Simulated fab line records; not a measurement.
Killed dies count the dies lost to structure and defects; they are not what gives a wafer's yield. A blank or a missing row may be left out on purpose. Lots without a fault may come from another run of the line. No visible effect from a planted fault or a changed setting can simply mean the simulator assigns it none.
Struck lot and sound lot, side by side -- flow nandHarc -- 15 steps out of a route of 1302
Sound: these wafers, L709.2, L709.3, L709.6. The struck wafers were L715.1, L715.2, L715.4. The cause is given at the end.
For every step that has rows: the tool of each side, followed by ch and its chambers, followed by its first start. Under that, the readings that differ: sound wafers -- struck wafers -- difference of the means -- sigmas: that difference in standard deviations of wafers without a fault.
alike: same words and numbers on both sides, and readings whose means sit less than 2 such deviations apart. not compared: any withheld reading, any reading some wafer has no value for, any bound like >300 that may hide the same value, and any number with overlapping values for which the record gives no deviation.
The two part at a step that has a row with sigmas, a row that says differs or no value, or rows on one side only. Numbers that don't overlap but have no deviation are shown without sigmas and don't part them. A reading that every wafer of one side lacks parts them only if that side has two wafers or more.

NHARC_A_CONTACT_ETCH_138: etches the open film in C4F8/O2/Ar, time 311 s, target depth 1914 nm.
  sound on harCapEtch-02 ch 1, day 23 19:46; struck on harCapEtch-01 ch 0,1, day 27 03:01
  not compared: rfHoursCounterH
NHARC_A_CONTACT_ETCH_139: etches the open film in C4F8/O2/Ar, time 195 s, target depth 840 nm.
  sound on harCapEtch-02 ch 1, day 23 20:02; struck on harCapEtch-01 ch 0,1, day 27 03:17
  not compared: rfHoursCounterH
then, 2 steps without rows for these wafers: NHARC_A_CONTACT_ETCH_92 (etches the open film in CH3F/O2, target depth 40 nm, time 85.7 s); NHARC_A_CONTACT_ETCH_98 (etches the open film in C4F6/O2, target depth 20 nm, time 10 s).
NHARC_A_CONTACT_CD_MEAS_15:
  sound: cdSem-03 at day 23 20:46; struck: cdSem-01 at day 27 04:04
  alike: cdNm
then, 3 steps without rows for these wafers: NHARC_A_CONTACT_STRIP_107 (strips in N2/H2); NHARC_A_CONTACT_STRIP_108 (strips in CF4/CHF3); NHARC_A_CONTACT_STRIP_109 (strips in O2/COS).
NHARC_A_CONTACT_ETCH_110: etches the open film in CF4/O2, target depth 60 nm, overetch 6 nm, time 33 s.
  sound on rieDiel-12 ch 2,3, day 23 21:04; struck on rieDiel-01 ch 1,2,3, day 27 04:22
  alike: drypumpMotorCurrentA, oesProductAu, rfVppV, showerheadPlenumPTorr, throttleValvePct
  not compared: rfHoursCounterH
NHARC_A_CONTACT_STRIP_26: strips in O2.
  sound: rieDiel-12 ch 1,2,3; struck: rieDiel-01 ch 1,2,3
  alike: drypumpMotorCurrentA, oesProductAu, rfVppV, showerheadPlenumPTorr, throttleValvePct
  not compared: rfHoursCounterH
then, 1 step without rows for these wafers: NHARC_A_CONTACT_STRIP_27 (strips in post etch residue remover, time 600 s).
NHARC_A_CONTACT_ALD_18: deposits TiN, target thk 3 nm, pulse time 1 s, ald cycles 150.
  sound on aldMetal-01 ch 1,2,3, day 23 21:43; struck on aldMetal-03 ch 1,2,3, day 27 05:00
  alike: heaterPowerW, precursorPulseHeightRel
NHARC_A_CONTACT_CVD_19: deposits W, target thk 300 nm, time 802 s.
  sound on cvdW-02 ch 0,1, day 23 22:02; struck on cvdW-01 ch 0,1, day 27 06:11
  alike: heaterPowerW, throttleValvePct
NHARC_A_CONTACT_CMP_20: polishes, t overpolish 30 s, target thk 300 nm.
  sound on cmp-04 ch 0,1,3, day 23 22:50; struck on cmp-03 ch 0,2,3, day 27 07:13
reading,sound,struck,difference,sigmas
timeToEndpointS (s),65 60 64,116 123 121,+57,+17
  alike: motorCurrentA, overpolishRunS
-- record jumps: 2 days between struck wafers' starts before vs after; left off in module A_CONTACT, resumes in module END, first step shown is number 1302 of the route --
NHARC_END_SORT_01:
  here the record holds rows for the struck wafers (prober-01 ch 0, day 29 09:53) but none for the sound ones

## WHERE THEY PART
Earliest at NHARC_A_CONTACT_CMP_20; latest, in this record, at NHARC_END_SORT_01.

WHY: what the simulator had put in
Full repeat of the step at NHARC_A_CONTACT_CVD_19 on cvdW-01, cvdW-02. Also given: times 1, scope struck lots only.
